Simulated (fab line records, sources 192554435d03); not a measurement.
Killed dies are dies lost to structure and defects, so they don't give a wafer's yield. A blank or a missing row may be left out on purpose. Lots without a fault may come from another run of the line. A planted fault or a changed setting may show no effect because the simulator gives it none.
fab line records | flow n5_finfet
record lots=7 wafers=21
route steps=1938 shown PASSIVATION@1931
start_h: hours from the record's first day to the start of the lot's first wafer shown | wait_h: hours since the lot's step before | " the same as in the row above | L1.1+2: a row that stands for several wafers | - no value, or no start given | * or withheld: withheld | < > ~ a bound
route shown NAME@n: a module of which the file shows steps, and the number in the route of the first | usual: mean/standard deviation of fault-free wafers | same: alike in all rows | chamber/n: place in a boat | sites: the reading at each site | _std_site: their standard deviation | _edge_site: outer sites' mean less inner sites' | radius_mm: how far each site lies from the wafer's centre | mask NAME#n: copy n | behind: the tool/chamber that last shaped the wafer | hold: why the lot was held/for how many hours/how that ended | device: the transistor (n, p or np) that didn't switch | end of line: the same wafers' tests at the end of the route | a step without rows: its recipe alone | killed: dies lost to structure and defects at the first sort, not the wafer's yield | map: a wafer's dies, x killed, . not, _ none there
set.NAME: the setting as run; set.NAME@STEP: as run at that earlier step | model.NAME: the simulator's own value behind a step, which no gauge read
lots whose settings were changed on purpose; a table a step, a row a wafer
## steps
# step N5_PASSIVATION_STRIP_48
# recipe chemistry=O2 power_w=600 temp_c=60 pressure_mtorr=30 rf_frequency_hz=6e+07 bias_power_w=0 overash_fraction=0.5 o2_flow_sccm=225
# columns lot.wafer tool chamber start_h wait_h set.temp_c
L076.1+3 rie_diel-01 3,2 297.78 0.1 60
L076.4 " 1 " " 56.99
L083.1+3 rie_diel-03 3,2 320.31 0.1 60
L083.4 " 0 " " 61.77
L084.1+3+5 rie_diel-03 0,2,0 326.18 0.1 60
L086.1+2+6 rie_diel-03 3,2,2 348.87 0.1 60
L090.1+4 rie_diel-01 1,2 365.36 0.1 60
L090.6 " 3 " " 57.27
L096.1 rie_diel-05 0 395.36 0.1 61.75
L096.3+4 " 3 " " 60
L097.2+5 rie_diel-05 0,3 400.46 0.1 56.66
L097.4 " 2 " " 60
# step N5_PASSIVATION_STRIP_52
# recipe chemistry=post_etch_residue_remover time_s=1200 temp_c=72.5
# step N5_PASSIVATION_CLEAN_71
# recipe chemistry=IPA time_s=180 temp_c=25
# step N5_PASSIVATION_SRD_72
# recipe dry=ipa_marangoni time_s=30 temp_c=23 rinse_liquid=diw
# step N5_PASSIVATION_ANNEAL_56
# recipe temp_c=400 time_s=1800 ambient=FGA idle_temp_c=300 ramp_up_c_per_min=5 ramp_down_c_per_min=3
# step N5_PASSIVATION_PROBE_49
# usual killed_at_M0_to_M3=32/9.7 killed_at_M4_up=14/5.3 killed_at_contacts=11/6 killed_at_front_end=39/14 killed_at_other=3.3/2.7 killed_dies=100/17 killed_open=66/13 killed_short=32/7.4
# same gross_dies=1180 killed_at_back_side=0
# columns lot.wafer tool chamber start_h wait_h set.time_s@PASSIVATION_ETCH_54 killed_at_M0_to_M3 killed_at_M4_up killed_at_contacts killed_at_front_end killed_at_other killed_dies killed_open killed_short
L076.1 prober-02 - 300.28 0.0 440 42 16 21 34 8 121 71 40
L076.3 prober-02 - 300.38 0.1 440 56 12 11 31 6 116 79 23
L076.4 prober-02 - 300.43 0.2 440 48 12 19 24 1 104 68 31
L083.1 prober-02 - 322.81 0.0 385.8 55 14 23 42 46 180 73 31
L083.3 prober-02 - 322.91 0.1 440 30 11 28 21 0 90 56 32
L083.4 prober-02 - 322.96 0.2 385.8 45 8 16 24 15 108 59 35
L084.1 prober-01 - 328.69 0.0 440 37 12 12 62 1 124 81 40
L084.3 prober-01 - 328.79 0.1 440 16 11 9 52 1 89 61 26
L084.5 prober-01 - 328.89 0.2 440 25 11 22 51 4 113 73 39
L086.1 prober-02 - 351.37 0.0 440 48 23 6 30 6 113 85 28
L086.2 prober-02 - 351.42 0.1 440 40 13 2 47 15 117 86 31
L086.6 prober-02 - 351.62 0.3 474.6 119 6 6 28 2 161 64 29
L090.1 prober-02 - 367.85 0.0 440 28 3 5 29 1 66 44 20
L090.4 prober-02 - 368.00 0.2 381.2 27 9 7 41 42 126 49 29
L090.6 prober-02 - 368.10 0.3 440 1124 9 20 26 0 1179 59 22
L096.1 prober-01 - 398.41 0.0 440 16 13 18 45 3 95 62 29
L096.3 prober-01 - 398.51 0.1 440 35 9 9 57 7 117 70 41
L096.4 prober-01 - 398.56 0.2 359.5 29 9 9 37 996 1080 56 27
L097.2 prober-01 - 403.01 0.1 440 1119 8 11 42 0 1180 61 16
L097.4 prober-01 - 403.11 0.2 346.6 30 51 7 24 1068 1180 39 28
L097.5 prober-01 - 403.16 0.2 440 25 12 18 36 4 95 66 28
# killed by level:class
L076.1 MOL_CONTACT_COAG:geometric_particle:open=13 STI_FIN_REVEAL:geometric_particle:open=11 BEOL_M4:geometric_particle:open=9 BEOL_M1:area_expose=9 BEOL_M1:geometric_particle:short=8 MOL_CONTACT_COAG:geometric_particle:short=8 BEOL_M1:geometric_particle:open=7 FIN_SAQP:geometric_particle:short=5
L076.3 BEOL_M0_SAQP:geometric_particle:open=15 BEOL_M1:area_expose=13 MOL_CONTACT_COAG:geometric_particle:open=11 STI_FIN_REVEAL:geometric_particle:open=8 BEOL_M1:geometric_particle:open=8 BEOL_M0_SAQP:geometric_particle:short=7 BEOL_M4:geometric_particle:open=7 DUMMY_GATE:geometric_particle:open=6
L076.4 MOL_CONTACT_COAG:geometric_particle:open=12 BEOL_M3:geometric_particle:open=11 BEOL_M0_SAQP:geometric_particle:short=8 MOL_CONTACT_COAG:geometric_particle:short=7 BEOL_M2:geometric_particle:open=7 BEOL_M0_SAQP:geometric_particle:open=5 BEOL_M1:geometric_particle:open=5 BEOL_M1:area_expose=5
L083.1 PASSIVATION:area_etch=44 BEOL_M1:area_expose=30 MOL_CONTACT_COAG:geometric_particle:open=19 STI_FIN_REVEAL:geometric_particle:open=14 BEOL_M2:geometric_particle:open=7 BEOL_M4:geometric_particle:short=7 BEOL_M3:geometric_particle:open=6 FIN_SAQP:geometric_particle:short=5
L083.3 MOL_CONTACT_COAG:geometric_particle:open=22 BEOL_M0_SAQP:geometric_particle:short=9 BEOL_M0_SAQP:geometric_particle:open=7 FIN_SAQP:geometric_particle:short=6 MOL_CONTACT_COAG:geometric_particle:short=6 BEOL_M3:geometric_particle:open=6 BEOL_M2:geometric_particle:open=5 STI_FIN_REVEAL:geometric_particle:open=3
L083.4 PASSIVATION:area_etch=13 MOL_CONTACT_COAG:geometric_particle:open=12 BEOL_M0_SAQP:geometric_particle:short=10 BEOL_M2:geometric_particle:open=8 STI_FIN_REVEAL:geometric_particle:open=7 BEOL_M0_SAQP:geometric_particle:open=7 BEOL_M3:geometric_particle:open=6 BEOL_M1:geometric_particle:open=5
L084.1 FIN_SAQP:geometric_particle:open=14 STI_FIN_REVEAL:geometric_particle:open=13 MOL_CONTACT_COAG:geometric_particle:open=12 FIN_SAQP:geometric_particle:short=11 BEOL_M0_SAQP:geometric_particle:open=10 BEOL_M0_SAQP:geometric_particle:short=10 DUMMY_GATE:geometric_particle:open=7 BEOL_M2:geometric_particle:open=7
L084.3 STI_FIN_REVEAL:geometric_particle:open=16 FIN_SAQP:geometric_particle:short=11 FIN_SAQP:geometric_particle:open=11 MOL_CONTACT_COAG:geometric_particle:open=8 BEOL_M4:geometric_particle:open=5 BEOL_M0_SAQP:geometric_particle:short=4 BEOL_M2:geometric_particle:open=4 DUMMY_GATE:geometric_particle:open=3
L084.5 FIN_SAQP:geometric_particle:short=16 STI_FIN_REVEAL:geometric_particle:open=15 MOL_CONTACT_COAG:geometric_particle:open=15 BEOL_M0_SAQP:geometric_particle:open=9 BEOL_M4:geometric_particle:open=8 FIN_SAQP:geometric_particle:open=7 MOL_CONTACT_COAG:geometric_particle:short=7 BEOL_M0_SAQP:geometric_particle:short=6
L086.1 BEOL_M3:geometric_particle:open=16 BEOL_M4:geometric_particle:open=14 BEOL_M0_SAQP:geometric_particle:short=9 STI_FIN_REVEAL:geometric_particle:open=8 BEOL_M0_SAQP:geometric_particle:open=8 FIN_SAQP:geometric_particle:open=7 BEOL_M1:geometric_particle:open=6 MOL_CONTACT_COAG:geometric_particle:open=5
L086.2 BEOL_M0_SAQP:geometric_particle:short=10 FIN_SAQP:geometric_particle:short=9 FIN_SAQP:geometric_particle:open=8 STI_FIN_REVEAL:geometric_particle:open=8 BEOL_M0_SAQP:geometric_particle:open=8 BEOL_M1:geometric_particle:open=8 BEOL_M3:geometric_particle:open=8 MIM_TOP_ETCH:geometric_particle:open=7
L086.6 BEOL_M0_SAQP:area_ald=68 BEOL_M0_SAQP:geometric_particle:open=10 BEOL_M3:geometric_particle:open=10 BEOL_M0_SAQP:geometric_particle:short=8 BEOL_M2:geometric_particle:open=7 BEOL_M1:geometric_particle:open=5 MOL_CONTACT_COAG:geometric_particle:open=5 FIN_SAQP:geometric_particle:open=4
L090.1 BEOL_M2:geometric_particle:open=9 GATE_CUT:geometric_particle:open=5 MOL_CONTACT_COAG:geometric_particle:open=5 BEOL_M0_SAQP:geometric_particle:short=5 BEOL_M3:geometric_particle:open=5 FIN_SAQP:geometric_particle:short=4 GATE_CUT:geometric_particle:short=4 FIN_SAQP:geometric_particle:open=3
L090.4 PASSIVATION:area_etch=40 FIN_SAQP:geometric_particle:open=8 FIN_SAQP:geometric_particle:short=8 BEOL_M0_SAQP:geometric_particle:open=8 HKMG_FIN:area_etch=8 GATE_CUT:geometric_particle:short=6 STARTING-WAFER:geometric_particle:open=5 MOL_CONTACT_COAG:geometric_particle:open=5
L090.6 BEOL_M1:area_expose=1096 MOL_CONTACT_COAG:geometric_particle:open=18 BEOL_M2:geometric_particle:open=7 FIN_SAQP:geometric_particle:short=6 STI_FIN_REVEAL:geometric_particle:open=5 BEOL_M0_SAQP:geometric_particle:short=5 FIN_SAQP:geometric_particle:open=4 BEOL_M0:geometric_particle:open=4
L096.1 MOL_CONTACT_COAG:geometric_particle:open=13 FIN_SAQP:geometric_particle:open=8 STI_FIN_REVEAL:geometric_particle:open=7 BEOL_M3:geometric_particle:open=6 ILD0:geometric_particle:open=5 GATE_CUT:geometric_particle:short=5 MOL_CONTACT_COAG:geometric_particle:short=5 BEOL_M4:geometric_particle:open=5
L096.3 GATE_CUT:geometric_particle:short=11 FIN_SAQP:geometric_particle:open=9 BEOL_M0_SAQP:geometric_particle:open=9 BEOL_M3:geometric_particle:open=8 GATE_CUT:geometric_particle:open=7 BEOL_M2:geometric_particle:open=7 STARTING-WAFER:geometric_particle:open=6 MOL_CONTACT_COAG:geometric_particle:open=5
L096.4 PASSIVATION:area_etch=995 STI_FIN_REVEAL:geometric_particle:open=8 BEOL_M2:geometric_particle:open=8 BEOL_M3:geometric_particle:open=7 MOL_CONTACT_COAG:geometric_particle:open=6 ILD0:geometric_particle:short=5 BEOL_M0_SAQP:geometric_particle:short=5 FIN_SAQP:geometric_particle:short=4
L097.2 BEOL_M1:area_expose=1098 STI_FIN_REVEAL:geometric_particle:open=13 MOL_CONTACT_COAG:geometric_particle:open=8 FIN_SAQP:geometric_particle:open=7 BEOL_M0_SAQP:geometric_particle:open=7 STARTING-WAFER:geometric_particle:open=6 GATE_CUT:geometric_particle:short=4 BEOL_M0_SAQP:geometric_particle:short=4
L097.4 PASSIVATION:area_etch=1067 BEOL_M11:area_etch=46 BEOL_M1:geometric_particle:open=7 FIN_SAQP:geometric_particle:open=6 BEOL_M0_SAQP:geometric_particle:short=6 FIN_SAQP:geometric_particle:short=5 MOL_CONTACT_COAG:geometric_particle:open=5 BEOL_M1:geometric_particle:short=5
L097.5 MOL_CONTACT_COAG:geometric_particle:open=16 BEOL_M2:geometric_particle:open=6 BEOL_M3:geometric_particle:open=6 STI_FIN_REVEAL:geometric_particle:open=5 GATE_CUT:geometric_particle:short=5 BEOL_M5:geometric_particle:open=5 STARTING-WAFER:geometric_particle:open=5 DUMMY_GATE:geometric_particle:open=4
## key
split step=N5_PASSIVATION_STRIP_48 setting=temp_c stated=60 by=wafer
response none clear
split outside_this_file step=N5_PASSIVATION_ETCH_54 setting=time_s
# split outside_this_file: this setting was split too, and the file shows its column; the key of that split is in another file
